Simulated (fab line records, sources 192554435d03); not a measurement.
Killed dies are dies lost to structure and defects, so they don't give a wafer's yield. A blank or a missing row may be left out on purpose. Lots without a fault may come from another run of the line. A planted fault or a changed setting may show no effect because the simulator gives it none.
A struck lot beside a sound one | flow n5_finfet | 16 steps out of a route of 1938
Sound: wafers L557.2, L557.3, L557.6. Struck: wafers L569.1, L569.2, L569.6. The cause comes at the end.
At each step with rows: each side's tool, then ch and its chambers, then its first start. Under that, the readings that differ: sound wafers | struck wafers | difference of the means | sigmas: that difference in standard deviations of wafers without a fault.
alike: readings whose means differ by less than 2 such deviations, and words and numbers that are the same on both sides. not compared: withheld readings, readings that some wafer has no value for, bounds like >300 that may hide the same value, and numbers for which the record gives no deviation and whose values overlap.
The two part at a step that has a row with sigmas, a row that says differs or no value, or rows on one side only. Numbers that don't overlap but have no deviation are shown without sigmas and don't part them. A reading that every wafer of one side lacks parts them only if that side has two wafers or more.

first, 12 steps without rows for these wafers: N5_HKMG_FIN_ALD_71 (deposits TiN, target thk 1 nm, pulse time 1 s, purge time 3 s); N5_HKMG_FIN_COAT_66 (time 60 s, resist thk 300 nm); N5_HKMG_FIN_ETCH_67 (etches SOC in N2/H2, stops on TiN, target depth 388.9 nm); N5_HKMG_FIN_STRIP_90 (strips SOC in N2/H2, time 20 s); N5_HKMG_FIN_WET_ETCH_73 (etches the open film in SC1, time 42.3 s, target depth 1.3 nm, rinse time 30 s); N5_HKMG_FIN_ETCHBACK_68 (etches the open film in Cl2/Ar, stops on HfO2, target depth 0.5 nm); N5_HKMG_FIN_STRIP_69 (strips in N2/H2, time 360 s); N5_HKMG_FIN_ALD_21 (deposits TiN, target thk 1.5 nm, pulse time 1 s, purge time 3 s); N5_HKMG_FIN_ALD_72 (deposits W, target thk 2 nm, pulse time 1 s, purge time 2 s); N5_HKMG_FIN_W_FILL_22 (material W, target thk 60 nm, time 18.2 s); N5_HKMG_FIN_PRECLEAN_83 (cleans in DIW, time 57.5 s); N5_HKMG_FIN_SRD_84 (dry time 32 s).
N5_HKMG_FIN_CMP_23: polishes, stops on SiNx, t overpolish 10 s, target thk 46.326 nm.
  sound on cmp-02 ch 1,3, day 5 15:44; struck on cmp-01 ch 1,2,3, day 8 13:18
  no value came back on the struck wafers for any of 7 readings (edge_zone_pressure_frac, head_pressure_psi (psi) and others); on the sound wafers edge_zone_pressure_frac reads 0.991 0.991 0.993
  reading                                   | sound          | struck         | difference | sigmas
  model.W_of_HKMG_FIN_W_FILL_22.thk_nm (nm) | 45.8 45.6 46   | 60.6 61.2 61.2 | +15.2      |
  model.SiNx_of_SDB_ALD_29.thk_nm (nm)      | 28.8 28.6 28.6 | 29.4 29.2 29.2 | +0.6       |
N5_HKMG_FIN_CMP_94: polishes, stops on SiNx, t overpolish 4.7 s, target thk 43.299 nm.
  sound on cmp-02 ch 1,3, day 5 16:13; struck on cmp-01 ch 1,2,3, day 8 13:44
  reading                              | sound          | struck         | difference | sigmas
  model.SiNx_of_SDB_ALD_29.thk_nm (nm) | 28.4 28.2 28.2 | 28.8 28.6 28.6 | +0.4       |
  alike: edge_zone_pressure_frac, head_pressure_psi, motor_current_A, retaining_ring_pressure_frac, slurry_filter_dp_kPa
N5_BEOL_M4_RC_MEAS_101:
  the record has rows for the sound wafers here (prober-02 ch 0, day 9 01:12) and none for the struck ones
-- the record jumps here: 7 days lie between the struck wafers' starts before and after (it left off in module BEOL_M4 and takes up again in module PASSIVATION, whose first step shown is number 1936 of the route) --
N5_PASSIVATION_PROBE_49:
  the record has rows for the struck wafers here (prober-02, day 15 17:14) and none for the sound ones

WHERE THEY PART
First at N5_HKMG_FIN_CMP_23; last, within this record, at N5_PASSIVATION_PROBE_49.

WHY: what the simulator had put in
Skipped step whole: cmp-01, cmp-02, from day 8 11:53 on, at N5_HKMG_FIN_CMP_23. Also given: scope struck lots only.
